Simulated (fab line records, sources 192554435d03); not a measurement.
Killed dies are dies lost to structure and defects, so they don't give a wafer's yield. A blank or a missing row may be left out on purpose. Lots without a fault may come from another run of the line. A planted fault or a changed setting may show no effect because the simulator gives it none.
Chamber matching | flow n5_finfet | N5_FIN_SAQP_PECVD_06 on pecvd-03: 3 sister chambers
The step deposits a-Si from SiH4/He, target thk 60 nm, time 48.1 s. 3 wafers are shown with their chamber, then 12 later ones without.

WAFERS WITH THEIR CHAMBER
wafer  | chamber | throttle_valve_pct (%)
L087.2 | 1       | 18.2
L087.4 | 2       | 18.0
L087.5 | 0       | 20.5

WAFERS WITHOUT THEIR CHAMBER
wafer  | throttle_valve_pct (%)
L093.1 | 18.2
L093.2 | 20.1
L093.3 | 17.8
L093.4 | 17.9
L093.5 | 19.9
L093.6 | 18.2
L097.1 | 17.8
L097.2 | 18.0
L097.3 | 20.0
L097.4 | 18.1
L097.5 | 20.3
L097.6 | 17.7

WHICH CHAMBER EACH WENT THROUGH
wafer  | from the rows above     | in truth
L093.1 | can't be placed: 1 or 2 | 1
L093.2 | 0                       | 0
L093.3 | can't be placed: 2 or 1 | 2
L093.4 | can't be placed: 2 or 1 | 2
L093.5 | 0                       | 0
L093.6 | can't be placed: 1 or 2 | 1
L097.1 | can't be placed: 2 or 1 | 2
L097.2 | can't be placed: 2 or 1 | 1
L097.3 | 0                       | 0
L097.4 | can't be placed: 1 or 2 | 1
L097.5 | 0                       | 0
L097.6 | can't be placed: 2 or 1 | 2
Placed correctly: 4 of 12. Can't be placed from these rows: 8 (the true chamber is among the candidates in 8). Placed wrongly: 0.
How it was worked out, from the rows above alone: a wafer's distance from a chamber is the root of the sum, over the readings, of the square of ((its reading less the chamber's mean) divided by the reading's scatter). The wafer belongs to the nearest chamber; if the next one is less than 2 further off, it can't be placed. A chamber's mean is the mean of its shown wafers. The scatter: with one shown wafer a chamber, the root of the mean of the squares of how far each hidden wafer lies from its nearest shown one.
